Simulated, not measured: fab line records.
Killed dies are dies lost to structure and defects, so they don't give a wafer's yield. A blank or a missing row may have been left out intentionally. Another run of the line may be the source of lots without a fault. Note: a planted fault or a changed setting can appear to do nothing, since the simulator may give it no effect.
A struck lot beside a sound one || flow n5 finfet || 14 steps out of a route of 1938
Sound: these wafers, L608.1, L608.3, L608.4. Wafers L594.1, L594.4, L594.5 were the ones struck. Last of all comes the cause.
Per side, at each step with rows, come the tool, then ch with its chambers, and then its first start. Under that, the readings that differ: sound wafers || struck wafers || difference of the means || sigmas: that difference in standard deviations of wafers without a fault.
alike: readings whose means differ by less than 2 such deviations, and words and numbers that are the same on both sides. not compared: withheld readings, readings that some wafer has no value for, bounds like >300 that may hide the same value, and numbers for which the record gives no deviation and whose values overlap.
The two part at a step that has a row with sigmas, a row that says differs or no value, or rows on one side only. Numbers that don't overlap but have no deviation are shown without sigmas and don't part them. A reading missing from all wafers of one side parts the sides only when that side holds two or more wafers.

first, 1 step without rows for these wafers: N5_BEOL_M1_STRIP_75 (strips in N2/H2).
N5_BEOL_M1_STRIP_66: strips in CF4.
  sound on rie diel-03 ch 0,2,3, day 10 01:56; struck on rie diel-05 ch 0,1, day 6 08:58
  alike: chamber pressure mTorr, drypump motor current A, oes product au, rf vpp V, showerhead plenum p Torr, throttle valve pct
  not compared: rf hours counter h
N5_BEOL_M1_HM_OPEN_17: chemistry Cl2/BCl3, target TiN, target depth 20 nm, overetch 6 nm.
  sound on rie metal-02 ch 0,1, day 10 01:58; struck on rie metal-03 ch 0, day 6 09:01
  alike: chamber pressure mTorr, drypump motor current A, oes product au, throttle valve pct
  not compared: rf hours counter h
N5_BEOL_M1_STRIP_19: strips in O2.
  sound on rie diel-03 ch 0,1,3, day 10 02:05; struck on rie diel-05 ch 1,3, day 6 09:07
  alike: chamber pressure mTorr, drypump motor current A, oes product au, rf vpp V, showerhead plenum p Torr, temp c, throttle valve pct
  not compared: rf hours counter h
N5_BEOL_M1_CD_MEAS_18: pitch 36 nm, target cd 18 nm.
  sound on cd sem-01, day 10 02:09; struck on cd sem-01, day 6 09:11
  alike: cd nm
then, 7 steps without rows for these wafers: N5_BEOL_M1_COAT_67 (time 60 s, resist thk 60 nm); N5_BEOL_M1_COAT_68 (time 60 s, resist thk 12 nm); N5_BEOL_M1_COAT_76 (time 60 s, resist thk 5 nm); N5_BEOL_M1_COAT_22 (resist thk 30 nm); N5_BEOL_M1_EBR_24; N5_BEOL_M1_SOFTBAKE_23 (time 60 s); N5_BEOL_M1_EXPOSE_25 (exposes mask V0, defocus 5 nm, target cd 24 nm).
N5_BEOL_M1_PEB_26: peb time 60 s.
  struck on litho track-01, day 6 09:26; sound on litho track-01 ch 0, day 10 02:24
  no value came back on the struck wafers for chill plate temp C (C), exhaust pa (Pa), resist line temp C (C); on the sound wafers chill plate temp C (C) reads 22.79 22.96 22.77
then, 1 step without rows for these wafers: N5_BEOL_M1_DEVELOP_27 (develop time 30 s).

== WHERE THEY PART ==
Only at N5_BEOL_M1_PEB_26, as far as this record shows.

WHY: the cause the simulator had injected
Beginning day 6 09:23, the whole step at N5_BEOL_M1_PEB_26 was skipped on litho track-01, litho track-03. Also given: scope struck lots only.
